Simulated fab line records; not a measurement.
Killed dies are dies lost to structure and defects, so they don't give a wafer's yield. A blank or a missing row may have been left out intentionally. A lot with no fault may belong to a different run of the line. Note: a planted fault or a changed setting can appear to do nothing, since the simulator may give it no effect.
Matching of chambers ; flow n5_finfet ; N5_MOL_CONTACT_COAG_ETCH_124 on rie_diel-02 has 4 sister chambers
The step etches SiNx in CH3F/O2, stops on SiOC, target depth 6.5 nm. 4 wafers are shown with their chamber, then 7 later ones without.

WAFERS PAIRED WITH THEIR CHAMBERS
wafer;chamber;drypump_motor_current_A (A)
L080.5;0;5.9
L082.6;3;5.4
L083.1;1;5.8
L083.3;2;6.7

WAFERS WHOSE CHAMBER IS MISSING
wafer;drypump_motor_current_A (A)
L083.6;5.9
L090.1;5.8
L090.3;6.7
L090.4;6.8
L093.1;5.9
L093.3;5.8
L093.5;5.8

WHICH CHAMBER EACH ONE RAN IN
wafer;from the rows above;in truth
L083.6;0;0
L090.1;1;1
L090.3;2;2
L090.4;2;2
L093.1;0;0
L093.3;1;1
L093.5;1;1
Correctly placed: 7 of 7. From these rows, 0 cannot be placed. Placed wrongly: 0.
How it was worked out, from the rows above alone: a wafer's distance from a chamber is the root of the sum, over the readings, of the square of ((its reading less the chamber's mean) divided by the reading's scatter). The wafer belongs to the nearest chamber; if the next one is less than 2 further off, it can't be placed. Each chamber's mean is taken over the wafers shown for it. The scatter (one wafer shown for each chamber): square how far every hidden wafer sits from the nearest shown wafer, average those squares and take the square root.
